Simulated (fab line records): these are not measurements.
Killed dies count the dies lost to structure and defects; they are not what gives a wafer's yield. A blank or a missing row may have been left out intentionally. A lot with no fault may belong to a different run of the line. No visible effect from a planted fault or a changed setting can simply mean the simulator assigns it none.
fab line records	flow nandHarc
[record] lots = 7	wafers = 21	lastDay = 24
route steps=1159 shown A_M1@1039 END@1159
lots with no fault: from the same line, run without faults
startH: the number of hours between the record's first day and the start of the first shown wafer of the lot	waitH: hours elapsed since this lot's preceding step	" identical to the entry in the row above	L1.1+2: a single row standing in for several wafers	- no value present, or no start provided	* or withheld: withheld	< > ~ a bound
route shown NAME@n: names a module that has steps shown in the file, with the first one's number in the route	usual: mean/standard deviation of fault-free wafers	same: alike in all rows	chamber/n: place in a boat	sites: the reading at each site	_std_site: the values' standard deviation	_edge_site: inner sites' mean taken away from outer sites' mean	radiusMm: for every site, how far away it sits from the centre of the wafer	mask NAME#n: copy n	behind: the tool/chamber that last shaped the wafer	hold: the reason the lot was held/the length of the hold in hours/how it ended	device: which transistor (n, p or np) failed to switch	end of line: the tests these same wafers got at the end of their route	where a step has no rows: the recipe by itself	killed: count of dies lost to structure and defects at first sort (not the wafer's yield)	map: the dies of a wafer, with x for killed, . for not killed, _ for no die there
set.NAME: the setting as run; set.NAME@STEP: as run at that earlier step	model.NAME: the simulator's own value behind a step, which no gauge read
certain route steps with their lots: each step a table, each wafer a row
services: when a tool's chamber went out of use (startH, in hours from the record's first day, below 0 if earlier), for how many hours, and the reason
[[steps]]
[step NHARC_A_M1_DESCUM_14]
[recipe] timeS = 3	o2FlowSccm = 200	arFlowSccm = 0	biasPowerW = 0	chemistry = O2
[step NHARC_A_M1_ETCH_35]
[recipe] targetDepthA = 400	overetchA = 120	timeS = 43.94	ionEnergyEv = 200	n2FlowSccm = 150	h2FlowSccm = 150	arFlowSccm = 0	rfW = 400	biasW = 150	chemistry = N2/H2
[step NHARC_A_M1_ETCH_15]
[recipe] targetDepthA = 1825	timeS = 91.2	c4f8FlowSccm = withheld	arFlowSccm = 400	rfW = 600	biasW = 300	chemistry = C4F8/Ar
[usual] oesProductAu = 0.948/0.024	rfVppV = 440.8/2.7
lot.wafer	tool	chamber	startH	waitH	oesProductAu	rfHoursCounterH	rfVppV
L864.1	rieDiel-13	3	-	-	0.933	3	441.3
L864.3	"	0	"	"	0.916	3	440.9
L864.5	"	0	"	"	0.907	-	443.5
L866.1	rieDiel-13	2	-	-	0.931	3	445.0
L866.2	"	0	"	"	0.920	3	443.3
L866.5	"	2	"	"	0.922	-	444.2
L867.2	rieDiel-08	0	-	-	0.972	8	443.8
L867.3	"	1	"	"	0.967	8	437.8
L867.6	"	0	"	"	0.969	-	443.4
L880.1	rieDiel-13	1	-	-	0.911	1	439.4
L880.6	"	3	"	"	0.911	-	441.0
L880.5	"	0	"	"	0.912	-	442.3
L882.2	rieDiel-13	2	-	-	0.925	2	445.8
L882.1	"	1	"	"	0.925	2	438.1
L882.6	"	2	"	"	0.938	-	445.9
L881.1	rieDiel-13	2	-	-	0.964	2	445.4
L881.2	"	3	"	"	0.969	2	441.7
L881.5	"	1	"	"	0.951	-	439.4
L883.1	rieDiel-01	1	-	-	0.979	3	437.6
L883.4	"	2	"	"	0.962	2	440.4
L883.2	"	3	"	"	0.972	2	439.2
[step NHARC_A_M1_CD_MEAS_16]
[usual] cdNm = 120.1/0.85
lot.wafer	tool	chamber	startH	waitH	cdNm
L864.1	cdSem-02	-	418.81	-	118.9
L864.3	"	-	"	"	118.7
L864.5	"	-	"	"	119.9
L866.1	cdSem-01	-	432.41	-	120.0
L866.2	"	-	"	"	120.5
L866.5	"	-	"	"	118.9
L867.2	cdSem-02	-	441.24	-	119.8
L867.3	"	-	"	"	120.2
L867.6	"	-	"	"	120.5
L880.1	cdSem-02	-	527.70	-	120.1
L880.5	"	-	"	"	118.7
L880.6	"	-	"	"	117.8
L882.1	cdSem-03	-	528.28	-	118.9
L882.2	"	-	"	"	120.8
L882.6	"	-	"	"	119.3
L881.1	cdSem-02	-	530.53	-	119.9
L881.2	"	-	"	"	119.2
L881.5	"	-	"	"	121.2
L883.1	cdSem-03	-	533.41	-	121.7
L883.2	"	-	"	"	120.7
L883.4	"	-	"	"	120.2
[step NHARC_A_M1_STRIP_18]
[recipe] powerW = 1000	n2FlowSccm = 150	h2FlowSccm = 150	arFlowSccm = 0	biasW = 0	chemistry = N2/H2
[usual] drypumpMotorCurrentA = 5.7/0.46	oesProductAu = 1.000/0.011	rfVppV = 90.7/0.93	showerheadPlenumPTorr = 2.03/0.084	throttleValvePct = 14.171/0.0096
lot.wafer	tool	chamber	startH	waitH	drypumpMotorCurrentA	oesProductAu	rfHoursCounterH	rfVppV	showerheadPlenumPTorr	throttleValvePct
L864.1	rieDiel-13	1	418.91	0.1	5.2	0.985	3	88.7	1.98	14.160
L864.3	"	2	"	"	5.3	1.008	3	91.2	2.19	14.156
L864.5	"	2	"	"	5.3	1.003	-	92.1	2.19	14.153
L866.2	rieDiel-08	3	432.48	0.1	6.4	0.990	8	91.4	2.07	14.171
L866.1	"	2	"	"	6.2	0.998	8	88.6	1.90	14.165
L866.5	"	1	"	"	5.4	0.994	-	90.7	1.95	14.167
L867.2	rieDiel-13	1	441.33	0.1	5.2	0.974	4	89.4	1.98	14.172
L867.3	"	3	"	"	5.1	1.013	4	90.9	2.05	14.175
L867.6	"	1	"	"	5.2	0.982	-	90.9	1.98	14.162
L880.1	rieDiel-08	0	527.82	0.1	5.8	1.010	3	90.0	2.14	14.164
L880.6	"	3	"	"	6.4	0.999	-	89.5	2.06	14.175
L880.5	"	0	"	"	5.8	1.012	-	91.3	2.14	14.165
L882.2	rieDiel-08	0	528.35	0.1	5.8	1.010	3	91.0	2.14	14.169
L882.1	"	1	"	"	5.3	1.021	3	90.7	1.94	14.156
L882.6	"	0	"	"	5.8	1.008	-	90.9	2.14	14.178
L881.1	rieDiel-08	3	530.63	0.1	6.4	1.009	3	91.9	2.06	14.166
L881.2	"	0	"	"	5.8	1.009	3	91.5	2.14	14.155
L881.5	"	3	"	"	6.4	1.006	-	90.7	2.06	14.169
L883.2	rieDiel-13	0	533.48	0.1	5.9	0.979	2	90.6	2.11	14.161
L883.4	"	2	"	"	5.3	0.985	2	91.2	2.18	14.159
L883.1	"	3	"	"	5.1	0.975	2	90.3	2.05	14.167
[step NHARC_A_M1_ETCH_28]
[recipe] targetDepthA = 300	overEtchFrac = 0.3	timeS = 72.99	ionEnergyEv = 150	cf4FlowSccm = 50	n2FlowSccm = 100	arFlowSccm = 150	rfW = 300	biasW = 100	chemistry = CF4/N2
[usual] drypumpMotorCurrentA = 5.7/0.48	oesProductAu = 1.000/0.011	rfVppV = 314.2/1.9	showerheadPlenumPTorr = 2.62/0.1	throttleValvePct = 19.794/0.0095
lot.wafer	tool	chamber	startH	waitH	drypumpMotorCurrentA	oesProductAu	rfHoursCounterH	rfVppV	showerheadPlenumPTorr	throttleValvePct
L864.1	rieDiel-13	1	-	-	5.2	0.996	3	312.8	2.55	19.783
L864.3	"	2	"	"	5.3	1.009	3	317.1	2.80	19.786
L864.5	"	0	"	"	5.9	0.998	-	314.5	2.71	19.800
L866.1	rieDiel-08	2	-	-	6.2	1.006	8	311.4	2.47	19.805
L866.2	"	3	"	"	6.4	0.999	8	314.9	2.66	19.800
L866.5	"	1	"	"	5.4	0.999	-	312.2	2.52	19.796
L867.3	rieDiel-13	0	-	-	5.8	0.989	4	314.8	2.71	19.792
L867.2	"	1	"	"	5.2	0.978	4	313.7	2.55	19.787
L867.6	"	3	"	"	5.1	1.011	-	313.2	2.64	19.791
L880.1	rieDiel-08	0	-	-	5.8	1.009	3	317.7	2.74	19.802
L880.5	"	2	"	"	6.2	1.004	-	310.9	2.46	19.789
L880.6	"	3	"	"	6.4	0.994	-	316.6	2.66	19.787
L882.1	rieDiel-08	0	-	-	5.8	1.001	3	316.3	2.74	19.789
L882.2	"	2	"	"	6.2	0.997	3	312.3	2.46	19.804
L882.6	"	0	"	"	5.8	1.002	-	315.9	2.74	19.799
L881.1	rieDiel-08	1	-	-	5.4	1.007	3	311.4	2.51	19.810
L881.2	"	2	"	"	6.2	0.997	3	311.3	2.46	19.796
L881.5	"	0	"	"	5.8	1.009	-	315.5	2.74	19.797
L883.2	rieDiel-13	0	-	-	5.9	0.986	2	316.2	2.70	19.811
L883.1	"	1	"	"	5.2	0.984	2	314.2	2.55	19.789
L883.4	"	2	"	"	5.3	0.997	2	317.5	2.80	19.794
[step NHARC_A_M1_STRIP_19]
[recipe] timeS = 600	tempC = 30	chemistry = postEtchResidueRemover
[step NHARC_A_M1_DEGAS_29]
[recipe] tempC = 250	timeS = 60
[usual] heaterPowerW = 327/33
lot.wafer	tool	chamber	startH	waitH	heaterPowerW
L864.1	pvdSputter-02	-	419.56	-	307
L864.3	"	-	"	"	379
L864.5	"	-	"	"	278
L866.1	pvdSputter-02	-	433.19	-	338
L866.2	"	-	"	"	387
L866.5	"	-	"	"	352
L867.3	pvdSputter-01	-	441.96	-	334
L867.2	"	-	"	"	338
L867.6	"	-	"	"	271
L880.1	pvdSputter-03	-	528.45	-	311
L880.6	"	-	"	"	345
L880.5	"	-	"	"	307
L882.1	pvdSputter-02	-	529.00	-	299
L882.2	"	-	"	"	353
L882.6	"	-	"	"	295
L881.2	pvdSputter-02	-	531.25	-	384
L881.1	"	-	"	"	294
L881.5	"	-	"	"	346
L883.1	pvdSputter-02	-	534.13	-	285
L883.4	"	-	"	"	306
L883.2	"	-	"	"	374
[step NHARC_A_M1_PRE_CLEAN_30]
[recipe] timeS = 30	tempC = 280	gas = H2/He
[step NHARC_A_M1_PVD_20]
[recipe] targetThkA = 50	biasV = 168.6	powerW = 15000	chamberPressurePa = 0.12	timeS = 8.06	substrateTempC = 50	material = TaN
[step NHARC_A_M1_PVD_21]
[recipe] targetThkA = 300	chamberPressurePa = 5	powerW = 5000	substrateTempC = 30	timeS = 20.49	material = Cu
[usual] throttleValvePct = 30.2/1.3
lot.wafer	tool	chamber	startH	waitH	throttleValvePct
L864.3	pvdSputter-02	-	-	-	30.1
L864.1	"	-	"	"	31.8
L864.5	"	-	"	"	30.3
L866.2	pvdSputter-02	-	-	-	30.4
L866.1	"	-	"	"	30.3
L866.5	"	-	"	"	30.6
L867.3	pvdSputter-01	-	-	-	29.5
L867.2	"	-	"	"	29.3
L867.6	"	-	"	"	27.4
L880.1	pvdSputter-03	-	-	-	30.0
L880.6	"	-	"	"	29.9
L880.5	"	-	"	"	28.4
L882.1	pvdSputter-02	-	-	-	30.3
L882.2	"	-	"	"	30.0
L882.6	"	-	"	"	30.3
L881.1	pvdSputter-02	-	-	-	30.4
L881.2	"	-	"	"	30.8
L881.5	"	-	"	"	30.1
L883.2	pvdSputter-02	-	-	-	30.5
L883.1	"	-	"	"	31.7
L883.4	"	-	"	"	30.2
[step NHARC_A_M1_ECD_22]
[recipe] targetThkA = 4000	bathTempC = 25	material = Cu
[usual] bathHeatDutyPct = 6.7/0.58	bathTempC = 25.01/0.11
lot.wafer	tool	chamber	startH	waitH	bathHeatDutyPct	bathTempC
L864.1	ecdCu-01	1	419.91	-	-	-
L864.3	"	0	"	"	-	-
L864.5	"	1	"	"	-	-
L866.1	ecdCu-01	0	433.55	-	-	-
L866.2	"	1	"	"	-	-
L866.5	"	0	"	"	-	-
L867.2	ecdCu-01	1	442.36	-	-	-
L867.3	"	1	"	"	-	-
L867.6	"	1	"	"	-	-
L880.1	ecdCu-01	0	528.79	-	6.4	24.98
L880.5	"	0	"	"	6.5	25.01
L880.6	"	1	"	"	7.5	25.00
L882.2	ecdCu-02	1	529.35	-	5.3	25.03
L882.1	"	0	"	"	6.2	25.00
L882.6	"	0	"	"	6.0	25.03
L881.2	ecdCu-02	1	531.60	-	6.7	25.05
L881.1	"	0	"	"	6.4	24.82
L881.5	"	1	"	"	6.3	24.89
L883.1	ecdCu-01	1	534.97	-	6.8	25.22
L883.2	"	0	"	"	7.8	25.04
L883.4	"	0	"	"	7.9	25.11
[step NHARC_A_M1_ANNEAL_31]
[recipe] tempC = 225	timeS = 90
[step NHARC_A_M1_CMP_23]
[recipe] tOverpolishS = 20	targetThkNm = 154.34
[usual] motorCurrentA = 12.6/1.2	timeToEndpointS = 28.1/2.7
lot.wafer	tool	chamber	startH	waitH	motorCurrentA	timeToEndpointS
L864.1	cmp-01	0	420.71	-	10.5	0.1
L864.3	"	1	"	"	12.9	2.1
L864.5	"	3	"	"	12.7	3.5
L866.1	cmp-04	3	434.30	-	13.7	4.7
L866.2	"	1	"	"	11.4	6.6
L866.5	"	3	"	"	12.6	4.5
L867.2	cmp-04	2	443.04	-	14.7	1.6
L867.3	"	1	"	"	11.5	4.0
L867.6	"	3	"	"	13.8	4.5
L880.1	cmp-04	3	529.60	-	13.3	29.9
L880.5	"	0	"	"	12.0	24.8
L880.6	"	1	"	"	11.4	28.8
L882.1	cmp-01	3	530.13	-	12.8	30.4
L882.2	"	0	"	"	10.8	28.6
L882.6	"	3	"	"	13.5	29.5
L881.1	cmp-04	0	532.37	-	12.4	25.6
L881.2	"	1	"	"	11.5	29.6
L881.5	"	0	"	"	12.1	25.6
L883.4	cmp-04	1	535.72	-	11.5	27.1
L883.2	"	2	"	"	14.8	26.6
L883.1	"	3	"	"	13.9	29.3
[step NHARC_A_M1_THK_MEAS_24]
[recipe] thkMeasGauge = xrf
[usual] thkNm = 154.0/1.4
lot.wafer	tool	chamber	startH	waitH	thkNm
L864.1	filmMetro-02	-	420.97	-	30.0
L864.3	"	-	"	"	29.4
L864.5	"	-	"	"	30.5
L866.1	filmMetro-02	-	434.61	-	29.6
L866.2	"	-	"	"	30.8
L866.5	"	-	"	"	29.5
L867.2	filmMetro-02	-	443.36	-	29.4
L867.3	"	-	"	"	29.3
L867.6	"	-	"	"	31.1
L880.1	filmMetro-02	-	529.83	-	157.1
L880.5	"	-	"	"	155.4
L880.6	"	-	"	"	155.2
L882.1	filmMetro-01	-	530.43	-	153.9
L882.2	"	-	"	"	155.1
L882.6	"	-	"	"	152.9
L881.1	filmMetro-01	-	532.65	-	153.0
L881.2	"	-	"	"	155.8
L881.5	"	-	"	"	152.9
L883.1	filmMetro-01	-	536.01	-	153.5
L883.2	"	-	"	"	153.8
L883.4	"	-	"	"	155.1
[step NHARC_A_M1_SRD_25]
[step NHARC_END_SORT_01]
[recipe] tempC = 25
[usual] defectLimitedYield = 95.6/1.6	killedAtArray = 26/11	killedAtOther = 0.6/1	killedAtPeriphery = 3.1/2.1	killedDies = 30/11	killedOpen = 3.4/1.8	killedShort = 2.1/1.5	sort_bin_2_pct = 1.3/0.64	sort_bin_3_pct = 0.25/0.23	sort_bin_4_pct = 2.8/1.1	sortNPass = 647/11	sortRimYieldPct = 95.8/2.7	sortYieldPct = 95.6/1.6
[same] grossDies = 677	sort_bin_5_pct[%] = 0	sort_bin_6_pct[%] = 0	sort_bin_7_pct[%] = 0	sort_bin_8_pct[%] = 0	sortRimNGross = 106.00
lot.wafer	tool	chamber	startH	waitH	defectLimitedYield[%]	killedAtArray	killedAtOther	killedAtPeriphery	killedDies	killedOpen	killedShort	sort_bin_2_pct[%]	sort_bin_3_pct[%]	sort_bin_4_pct[%]	sortNPass	sortRimYieldPct[%]	sortYieldPct[%]
L880.1	prober-01	0	561.80	2.5	96.9	18	0	3	21	2	3	1.0	0.30	1.8	656	95.3	96.9
L880.5	prober-01	0	565.00	3.7	97.8	14	1	0	15	6	0	0.4	0	1.8	662	97.2	97.8
L880.6	prober-01	0	565.80	4.0	97.2	18	0	1	19	1	3	0.9	0.15	1.8	658	98.1	97.2
L882.1	prober-02	0	561.82	2.5	94.5	31	1	5	37	6	0	2.7	0	2.8	640	91.5	94.5
L882.2	prober-02	0	562.62	2.8	93.8	39	1	2	42	3	3	2.2	0.74	3.2	635	97.2	93.8
L882.6	prober-02	0	565.82	4.0	95.0	32	1	1	34	4	2	1.5	0.44	3.1	643	91.5	95.0
L881.1	prober-01	0	569.59	2.5	97.0	20	0	0	20	0	2	1.0	0	1.9	657	97.2	97.0
L881.2	prober-01	0	570.38	2.8	93.4	43	1	1	45	4	3	3.0	0.44	3.2	632	96.2	93.4
L881.5	prober-01	0	572.77	3.7	94.4	34	0	4	38	4	0	1.5	0.44	3.7	639	97.2	94.4
L883.1	prober-02	0	569.65	2.5	97.2	19	0	0	19	1	2	0.7	0.15	1.9	658	97.2	97.2
L883.2	prober-02	0	570.43	2.8	97.2	19	0	0	19	0	1	0.7	0.15	1.9	658	95.3	97.2
L883.4	prober-02	0	572.00	3.4	96.6	18	0	5	23	3	1	0.7	0.30	2.4	654	93.4	96.6
// killed by level:class
L880.1 A_CHANNEL_HOLE_D1:chamberFilmFlake=9 A_STAIRCASE:chamberFilmFlake=2 P_CONTACT:geometricParticle:short=1 A_ONON_D1:geometricParticle:open=1 A_CHANNEL_FILL_D1:geometricParticle:short=1 A_WL_FILL:geometricParticle:short=1 A_CONTACT:geometricParticle:open=1 P_ZERO_WELL:chamberFilmFlake=1
L882.1 A_SLIT:chamberFilmFlake=21 A_CHANNEL_HOLE_D1:chamberFilmFlake=3 A_WL_FILL:geometricParticle:open=2 P_GATE:chamberFilmFlake=2 A_STAIRCASE:chamberFilmFlake=2 P_CONTACT:geometricParticle:open=1 P_M1:geometricParticle:open=1 A_SGD_CUT:geometricParticle:open=1
L882.2 A_SLIT:chamberFilmFlake=17 A_CHANNEL_HOLE_D1:chamberFilmFlake=11 A_CONTACT:chamberFilmFlake=4 A_ONON_D1:geometricParticle:open=2 P_STI:chamberFilmFlake=2 A_STAIRCASE:chamberFilmFlake=2 A_WL_FILL:geometricParticle:short=1 A_WL_FILL:geometricParticle:open=1
L880.5 A_CHANNEL_HOLE_D1:chamberFilmFlake=5 A_STAIRCASE:chamberFilmFlake=3 A_CONTACT:geometricParticle:open=2 A_ONON_D1:geometricParticle:open=1 A_CHANNEL_HOLE_D1:geometricParticle:open=1 A_CHANNEL_FILL_D1:geometricParticle:open=1 A_M1:geometricParticle:open=1 THIN_TSV:chamberFilmFlake=1
L880.6 A_CHANNEL_HOLE_D1:chamberFilmFlake=8 A_STAIRCASE:chamberFilmFlake=5 A_CHANNEL_FILL_D1:geometricParticle:short=2 A_WL_FILL:geometricParticle:open=1 A_WL_FILL:geometricParticle:short=1 P_GATE:chamberFilmFlake=1 A_CONTACT:chamberFilmFlake=1
L882.6 A_SLIT:chamberFilmFlake=17 A_CHANNEL_HOLE_D1:chamberFilmFlake=8 A_CONTACT:chamberFilmFlake=2 P_CONTACT:geometricParticle:open=1 A_CHANNEL_HOLE_D1:geometricParticle:open=1 A_WL_FILL:geometricParticle:open=1 A_CONTACT:geometricParticle:open=1 A_M1:geometricParticle:short=1
L881.1 A_CHANNEL_HOLE_D1:chamberFilmFlake=12 A_CONTACT:chamberFilmFlake=3 A_STAIRCASE:chamberFilmFlake=2 A_SOURCE_PLATE:geometricParticle:short=1 A_CHANNEL_FILL_D1:geometricParticle:short=1 A_WL_FILL:chamberFilmFlake=1
L883.1 A_CHANNEL_HOLE_D1:chamberFilmFlake=9 A_STAIRCASE:chamberFilmFlake=3 A_SLIT:chamberFilmFlake=2 A_WL_FILL:geometricParticle:short=1 A_WL_FILL:geometricParticle:open=1 A_BLC:geometricParticle:short=1 A_CONTACT:chamberFilmFlake=1 A_M0:chamberFilmFlake=1
L881.2 A_CHANNEL_HOLE_D1:chamberFilmFlake=25 A_CONTACT:chamberFilmFlake=5 A_STAIRCASE:chamberFilmFlake=4 A_WL_FILL:geometricParticle:open=2 A_WL_FILL:chamberFilmFlake=2 A_ONON_D1:geometricParticle:short=1 A_CHANNEL_HOLE_D1:geometricParticle:short=1 A_WL_FILL:geometricParticle:short=1
L883.2 A_CHANNEL_HOLE_D1:chamberFilmFlake=9 A_STAIRCASE:chamberFilmFlake=4 A_CONTACT:chamberFilmFlake=3 A_WL_FILL:chamberFilmFlake=2 A_SGD_CUT:geometricParticle:short=1
L883.4 A_CHANNEL_HOLE_D1:chamberFilmFlake=4 A_STAIRCASE:chamberFilmFlake=3 A_M0:chamberFilmFlake=3 P_GATE:chamberFilmFlake=2 A_SLIT:chamberFilmFlake=2 A_WL_FILL:chamberFilmFlake=2 P_GATE:geometricParticle:open=1 P_M0:geometricParticle:open=1
L881.5 A_CHANNEL_HOLE_D1:chamberFilmFlake=16 A_STAIRCASE:chamberFilmFlake=5 A_CONTACT:chamberFilmFlake=5 A_WL_FILL:chamberFilmFlake=3 P_GATE:chamberFilmFlake=2 P_CONTACT:geometricParticle:open=1 A_CHANNEL_HOLE_D1:geometricParticle:open=1 A_SGD_CUT:geometricParticle:open=1
[[services]]
tool	chamber	startH	hours	kind
ecdCu-02	-	397.68	1.6	repair
cmp-04	-	399.08	4.0	pm
pvdSputter-02	-	410.14	1.5	repair
pvdSputter-02	-	413.93	1.4	repair
pvdSputter-03	-	416.85	4.1	repair
rieDiel-08	2	424.75	5.9	repair
rieDiel-13	3	427.80	3.1	repair
rieDiel-08	0	431.36	5.8	repair
ecdCu-01	-	448.10	8.0	pm
rieDiel-13	-	453.00	9.0	pm
rieDiel-08	0	453.09	8.0	repair
pvdSputter-03	-	458.00	10.0	pm
pvdSputter-02	-	463.91	2.1	repair
pvdSputter-01	-	466.65	1.8	repair
pvdSputter-03	-	470.61	2.0	repair
cmp-01	-	473.90	4.0	pm
rieDiel-08	-	478.81	9.0	pm
cmp-04	-	486.84	1.7	repair
cmp-01	-	494.64	9.4	repair
cmp-04	-	497.13	4.0	pm
pvdSputter-02	-	499.75	6.1	repair
pvdSputter-01	-	514.02	10.0	pm
rieDiel-08	-	526.29	0.5	repair
ecdCu-02	-	532.00	8.0	pm
[[key]]
[firstSign] step = NHARC_A_M1_ECD_22	reading = toolRecord	direction = missing
[effect] step = NHARC_A_M1_CMP_23	reading = timeToEndpointS	direction = down	sigmas = 9.2	usual = *	struck = *
[effect] step = NHARC_A_M1_THK_MEAS_24	reading = thkNm	direction = down	sigmas = 89	usual = 154.0	struck = 30.0
metAt NHARC_A_M1_ECD_22
struckWafers L864.1,L864.3,L864.5,L866.1,L866.2,L866.5,L867.2,L867.3,L867.6
rowsEnd L866.1,L866.2,L866.5,L867.2,L867.3,L867.6
laterRowsLeftOut L864.1,L864.3,L864.5
sortLeftOut L864.1,L864.3,L864.5
testerLeftOut L864
[earlierFault] kind = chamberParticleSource	tool = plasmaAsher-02	chamber = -	onsetH = 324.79	steps = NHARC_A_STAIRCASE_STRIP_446	ratePerVisitCm2 = 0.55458
[fault] kind = skippedStepWhole	tool = ecdCu-01	chamber = -	onsetH = 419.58	steps = NHARC_A_M1_ECD_22	scope = struckLotsOnly
// testerLeftOut: of these lots the tester's yield and bins aren't shown, on N5 and GAA mostly nor the transistor test; their killed dies are dies lost to structure and defects alone, not to doping, threshold or leakage, so they don't give the yield
// sortLeftOut: the simulated sort isn't trusted on such a fault, so these wafers' sort isn't shown, and their yield isn't known
// laterRowsLeftOut: the simulator's readings of these wafers behind a module that went badly wrong aren't trusted and aren't shown, but for the sort
// rowsEnd: these wafers met a further fault down the route, and their rows from its step on are left out
